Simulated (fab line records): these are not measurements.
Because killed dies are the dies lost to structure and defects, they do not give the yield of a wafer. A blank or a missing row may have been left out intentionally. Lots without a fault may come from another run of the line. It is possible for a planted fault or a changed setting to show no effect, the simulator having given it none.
Which tool did it?    flow n5_finfet    Sampling: 15 lots, 40 wafers, 6 of 1938 route steps

WHAT THE GAUGES SHOWED, per wafer
N5_SD_EPI_N_CD_MEAS_09 targets a cd of 120 nm.
lot   measured     on         cd_nm (nm)
L852  day 3 00:39  cd_sem-02  119.1 119.1 118.8
L853  day 3 07:01  cd_sem-01  121.7 120.9 119.6
L854  day 3 13:02  cd_sem-03  119.9 120.1 119.0
L855  day 3 18:34  cd_sem-03  121.7 120.5 121.7
L856  day 4 01:59  cd_sem-01  119.6 119.7
L857  day 4 09:00  cd_sem-03  121.1 121.0 122.4
L859  day 4 18:28  cd_sem-03  120.4 120.0 119.2
L860  day 5 04:00  cd_sem-02  121.5 122.2 121.6
L862  day 5 12:46  cd_sem-03  119.8 119.4 119.9
L868  day 7 00:52  cd_sem-01  119.0 116.1
L870  day 7 13:58  cd_sem-02  115.0 115.2
L871  day 7 20:47  cd_sem-01  119.9 116.3
L873  day 8 06:25  cd_sem-03  121.4 121.1 120.8
L874  day 8 19:47  cd_sem-03  119.5 119.8 118.8
L875  day 9 01:02  cd_sem-02  118.9 118.6

N5_BEOL_M4_RC_MEAS_101.
lot   measured      on         DIBL_N (mV/V)   DIBL_P (mV/V)   IOFF_N (nA/um)  IOFF_P (nA/um)  ION_N (uA/um)  ION_P (uA/um)  SS_N (mV/dec)   SS_P (mV/dec)   VT_N (mV)    VT_P (mV)
L852  day 8 09:23   prober-01  34.7 33.8 37.8  35.3 35.0 38.8  0.13 0.13 0.20  0.19 0.19 0.25  665 687 689    459 467 467    71.2 71.0 71.7  73.2 73.7 74.1  251 249 246  -253 -251 -249
L853  day 8 09:34   prober-02  37.8 34.9 38.9  36.7 33.9 38.6  0.16 0.13 0.19  0.19 0.17 0.23  666 677 688    450 462 463    71.9 69.7 71.8  73.9 73.0 73.7  249 252 248  -254 -255 -251
L854  day 8 01:04   prober-01  39.6 35.4 37.8  41.3 36.2 39.6  0.29 0.17 0.23  0.36 0.22 0.32  715 691 696    484 470 480    72.7 71.5 72.1  74.8 73.3 74.0  238 247 243  -241 -246 -242
L855  day 9 05:10   prober-01  35.7 36.3 37.7  36.9 38.2 40.2  0.18 0.17 0.23  0.19 0.19 0.24  677 667 700    453 456 467    71.6 71.6 72.0  73.4 73.1 73.6  243 253 244  -254 -253 -250
L856  day 9 08:22   prober-01  36.6 32.5       39.3 33.7       0.18 0.10       0.20 0.13       682 659        455 444        71.6 70.4       73.9 72.3       246 255      -253 -259
L857  day 9 11:35   prober-01  36.2 39.3 36.2  37.8 41.7 38.4  0.16 0.21 0.15  0.20 0.29 0.20  681 692 676    464 469 463    72.4 73.0 71.3  72.9 74.6 72.4  250 247 249  -251 -248 -251
L859  day 9 11:29   prober-02  37.2 34.5 38.6  36.0 33.0 38.7  0.17 0.13 0.20  0.22 0.18 0.26  678 658 677    465 457 469    72.8 71.3 72.6  73.9 72.6 73.6  248 250 246  -248 -250 -246
L860  day 10 08:27  prober-02  40.9 36.3 31.0  45.1 39.3 32.1  0.28 0.17 0.09  0.36 0.23 0.13  698 685 647    474 472 449    72.8 71.2 69.7  75.9 72.8 71.9  240 247 256  -244 -251 -257
L862  day 10 14:43  prober-02  40.1 38.5 42.5  39.8 38.5 42.6  0.20 0.19 0.27  0.30 0.28 0.36  671 681 700    470 477 479    72.0 71.6 73.1  74.3 73.3 74.9  249 246 244  -244 -243 -242
L868  day 11 15:13  prober-02  38.0 34.9       35.6 31.6       0.16 0.12       0.18 0.13       675 662        453 448        71.6 71.6       73.2 72.1       249 254      -254 -256
L870  day 12 21:16  prober-02  30.4 39.2       29.0 40.9       0.08 0.25       0.12 0.31       636 695        441 474        69.9 71.6       71.5 74.1       259 242      -257 -244
L871  day 12 20:31  prober-01  38.5 38.4       37.3 38.7       0.21 0.23       0.24 0.27       673 700        461 479        71.9 71.8       73.1 73.7       248 242      -246 -248
L873  day 13 03:29  prober-01  37.4 39.8 38.5  36.0 41.2 37.6  0.18 0.25 0.21  0.20 0.31 0.23  687 707 683    459 480 460    71.9 73.3 72.8  73.4 74.3 73.8  249 244 247  -252 -249 -250
L874  day 13 10:34  prober-01  33.4 37.3 35.5  34.3 39.2 37.2  0.12 0.20 0.15  0.17 0.25 0.22  671 687 670    460 468 466    70.6 71.6 71.4  73.1 73.7 73.1  256 246 251  -255 -250 -250
L875  day 13 11:31  prober-02  36.7 37.7       37.9 40.2       0.20 0.22       0.26 0.31       686 701        474 487        72.2 72.3       73.6 74.8       243 242      -244 -241

WHAT TOOL EACH LOT RAN ON (gives the tool, then ch and the chambers of the sampled wafers, and finally the start)
lot   N5_DUMMY_GATE_STRIP_41             N5_SD_EPI_N_PEB_07                N5_SD_EPI_N_ETCH_34                N5_SD_EPI_N_ETCH_16
L852  rie_diel-02 ch 1,2, day 2 22:50    litho_track-02 ch 0, day 3 00:35  rie_diel-05 ch 0,1,3, day 3 00:46  rie_diel-05 ch 0,1,3, day 3 01:21
L853  rie_diel-01 ch 0,2, day 3 05:09    litho_track-04 ch 0, day 3 06:56  rie_diel-04 ch 0,2,3, day 3 07:37  rie_diel-04 ch 0,2,3, day 3 08:12
L854  rie_diel-01 ch 1,2, day 3 11:28    litho_track-01 ch 0, day 3 12:58  rie_diel-06 ch 0,2, day 3 13:09    rie_diel-06 ch 0,2, day 3 13:44
L855  rie_diel-01 ch 2,3, day 3 16:50    litho_track-04 ch 0, day 3 18:30  rie_diel-04 ch 0,2, day 3 20:00    rie_diel-04 ch 0,2, day 3 20:35
L856  rie_diel-03 ch 0,3, day 4 00:19    litho_track-02 ch 0, day 4 01:56  rie_diel-06 ch 1,3, day 4 02:07    rie_diel-06 ch 1,3, day 4 02:42
L857  rie_diel-03 ch 0,1,3, day 4 07:17  litho_track-04 ch 0, day 4 08:56  rie_diel-04 ch 0,1,3, day 4 09:13  rie_diel-04 ch 0,1,3, day 4 09:47
L859  rie_diel-03 ch 0,1,2, day 4 16:28  litho_track-01 ch 0, day 4 18:23  rie_diel-05 ch 0,1, day 4 18:35    rie_diel-05 ch 0,1, day 4 19:10
L860  rie_diel-03 ch 1,2,3, day 5 02:22  litho_track-04 ch 0, day 5 03:56  rie_diel-04 ch 0,2,3, day 5 04:08  rie_diel-04 ch 0,2,3, day 5 04:43
L862  rie_diel-02 ch 2,3, day 5 11:07    litho_track-02 ch 0, day 5 12:41  rie_diel-04 ch 1,2,3, day 5 12:53  rie_diel-04 ch 1,2,3, day 5 13:28
L868  rie_diel-03 ch 0, day 6 22:19      litho_track-02 ch 0, day 7 00:48  rie_diel-05 ch 2, day 7 00:59      rie_diel-05 ch 2, day 7 01:34
L870  rie_diel-03 ch 0,3, day 7 12:19    litho_track-02 ch 0, day 7 13:53  rie_diel-06 ch 1,2, day 7 14:06    rie_diel-06 ch 1,2, day 7 14:41
L871  rie_diel-01 ch 0,2, day 7 18:55    litho_track-02 ch 0, day 7 20:43  rie_diel-06 ch 2,3, day 7 21:12    rie_diel-06 ch 2,3, day 7 21:47
L873  rie_diel-03 ch 0,1,3, day 8 04:36  litho_track-04 ch 0, day 8 06:21  rie_diel-04 ch 0,1,3, day 8 06:41  rie_diel-04 ch 0,1,3, day 8 07:16
L874  rie_diel-01 ch 1,2,3, day 8 17:09  litho_track-01 ch 0, day 8 19:44  rie_diel-05 ch 0,1,3, day 8 19:55  rie_diel-05 ch 0,1,3, day 8 20:30
L875  rie_diel-02 ch 2,3, day 8 23:21    litho_track-01 ch 0, day 9 00:58  rie_diel-04 ch 2,3, day 9 01:49    rie_diel-04 ch 2,3, day 9 02:23
- N5_DUMMY_GATE_STRIP_41: strips in O2.
- N5_SD_EPI_N_PEB_07: peb time 60 s.
- N5_SD_EPI_N_ETCH_34: etches SiARC in CF4, target depth 45.5 nm, time 75.8 s.
- N5_SD_EPI_N_ETCH_16: etches SiO2 in CHF3/O2, target depth 5 nm.

WHAT THE TOOLS THEMSELVES READ (means of the sampled wafers that have a number; where no wafer has one, the mark that the record gives instead)
N5_DUMMY_GATE_STRIP_41.
lot   tool         drypump_motor_current_A (A)  oes_product_au (a.u.)  rf_vpp_V (V)  showerhead_plenum_p_Torr (Torr)  throttle_valve_pct (%)
L852  rie_diel-02  5.8                          0.76                   3.6           2.09                             16.91
L853  rie_diel-01  5.2                          0.83                   3.6           2.19                             16.72
L854  rie_diel-01  5.6                          0.76                   3.9           2.11                             16.72
L855  rie_diel-01  5.7                          0.84                   3.5           2.11                             16.71
L856  rie_diel-03  6.3                          0.89                   3.2           2.23                             16.48
L857  rie_diel-03  6.1                          0.84                   3.4           2.19                             16.65
L859  rie_diel-03  6.1                          0.76                   3.8           2.14                             16.74
L860  rie_diel-03  6.2                          0.82                   3.8           2.15                             16.70
L862  rie_diel-02  5.9                          0.73                   3.9           2.12                             17.03
L868  rie_diel-03  6.1                          0.76                   3.5           2.19                             16.57
L870  rie_diel-03  6.3                          0.83                   3.5           2.21                             16.54
L871  rie_diel-01  5.2                          0.80                   3.6           2.17                             16.80
L873  rie_diel-03  6.1                          0.79                   4.0           2.18                             16.69
L874  rie_diel-01  5.8                          0.73                   3.8           2.08                             16.76
L875  rie_diel-02  5.8                          0.72                   4.0           2.13                             17.02

N5_SD_EPI_N_PEB_07.
lot   tool            heater_power_total_W (W)
L852  litho_track-02  176.4
L853  litho_track-04  174.9
L854  litho_track-01  174.5
L855  litho_track-04  175.2
L856  litho_track-02  173.6
L857  litho_track-04  175.9
L859  litho_track-01  175.6
L860  litho_track-04  176.4
L862  litho_track-02  177.0
L868  litho_track-02  183.5
L870  litho_track-02  188.1
L871  litho_track-02  182.4
L873  litho_track-04  177.4
L874  litho_track-01  176.0
L875  litho_track-01  175.2

N5_SD_EPI_N_ETCH_34.
lot   tool         drypump_motor_current_A (A)  etch_rf_on_time_s (s)  oes_product_au (a.u.)  rf_vpp_V (V)  showerhead_plenum_p_Torr (Torr)  throttle_valve_pct (%)
L852  rie_diel-05  5.5                          74.4                   0.61                   184.0         2.09                             15.82
L853  rie_diel-04  6.2                          77.4                   0.64                   183.0         2.14                             15.72
L854  rie_diel-06  5.8                          76.8                   0.65                   184.4         2.18                             15.78
L855  rie_diel-04  6.0                          76.9                   0.61                   184.4         2.14                             15.73
L856  rie_diel-06  5.3                          75.6                   0.68                   184.2         2.15                             15.62
L857  rie_diel-04  6.3                          75.0                   0.66                   184.8         2.18                             15.87
L859  rie_diel-05  5.0                          73.5                   0.61                   182.1         2.03                             15.86
L860  rie_diel-04  6.2                          77.0                   0.63                   184.6         2.14                             15.75
L862  rie_diel-04  5.9                          75.8                   0.62                   183.8         2.13                             15.94
L868  rie_diel-05  5.3                          76.5                   0.75                   184.6         2.16                             15.12
L870  rie_diel-06  4.9                          76.0                   0.65                   184.8         2.21                             15.64
L871  rie_diel-06  5.4                          76.9                   0.68                   185.4         2.22                             15.53
L873  rie_diel-04  6.3                          76.2                   0.63                   184.8         2.17                             15.93
L874  rie_diel-05  5.5                          72.9                   0.76                   183.7         2.15                             15.59
L875  rie_diel-04  6.0                          78.4                   0.73                   183.6         2.08                             15.63

N5_SD_EPI_N_ETCH_16.
lot   tool         drypump_motor_current_A (A)  oes_product_au (a.u.)  rf_vpp_V (V)  showerhead_plenum_p_Torr (Torr)  throttle_valve_pct (%)
L852  rie_diel-05  5.5                          0.72                   532           2.35                             19.1
L853  rie_diel-04  6.2                          0.76                   543           2.41                             19.0
L854  rie_diel-06  5.8                          0.76                   523           2.44                             19.1
L855  rie_diel-04  6.0                          0.71                   544           2.41                             19.0
L856  rie_diel-06  5.3                          0.79                   528           2.41                             18.9
L857  rie_diel-04  6.3                          0.77                   533           2.46                             19.2
L859  rie_diel-05  5.0                          0.71                   528           2.30                             19.2
L860  rie_diel-04  6.2                          0.75                   542           2.41                             19.0
L862  rie_diel-04  5.9                          0.73                   531           2.40                             19.3
L868  rie_diel-05  5.3                          0.88                   520           2.42                             18.4
L870  rie_diel-06  4.9                          0.75                   525           2.46                             18.9
L871  rie_diel-06  5.5                          0.80                   542           2.50                             18.8
L873  rie_diel-04  6.3                          0.73                   533           2.45                             19.3
L874  rie_diel-05  5.5                          0.88                   534           2.44                             18.9
L875  rie_diel-04  6.0                          0.86                   540           2.34                             19.0

THE ANSWER, worked out from the rows above alone
Rule: the usual values come from the lots themselves. Put in order of their means at a reading, lots are off if they are a third of the lots or fewer, leave a main group of 4 or more, and stand apart from it by a gap of 3 or more times the standard deviation of the main group's means; of several such gaps the widest counts. A main group is skipped when, at the precision printed for the reading in the tables above, its means are all equal. Also off: a lot with no number at a reading for which 4 or more lots have one. Where the step has rows for the other lots, those lots are counted as sound. Order of review: gauges by route order, followed by the tools' own readings, for which a lot's mean as printed above is used. At the first step where some lot is off, the reading lying furthest off is the one used; lots without a number count as furthest.
Off: L868, L870, L871, at N5_SD_EPI_N_PEB_07 (heater_power_total_W). Mean 175.7 W and standard deviation 1 in the main group.
A tool fits if, at that step or a process step before it, it ran every lot that is off, and no sound lot after the first of them. One fits: N5_SD_EPI_N_PEB_07 on litho_track-02. Its last sound lot is L862 (day 5 12:41), its first lot that is off L868 (day 7 00:48): a fault that began between those two fits.
The tool's own readings at N5_SD_EPI_N_PEB_07 bear it out: on the lots that are off they differ by more than 5 times the standard deviation of the sound lots' means. heater_power_total_W reads 184.7 W there against 175.7 W on the sound lots.

WHAT WAS PUT IN BY THE SIMULATOR
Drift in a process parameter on litho_track-02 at N5_SD_EPI_N_PEB_07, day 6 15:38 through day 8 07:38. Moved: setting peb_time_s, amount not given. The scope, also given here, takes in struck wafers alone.
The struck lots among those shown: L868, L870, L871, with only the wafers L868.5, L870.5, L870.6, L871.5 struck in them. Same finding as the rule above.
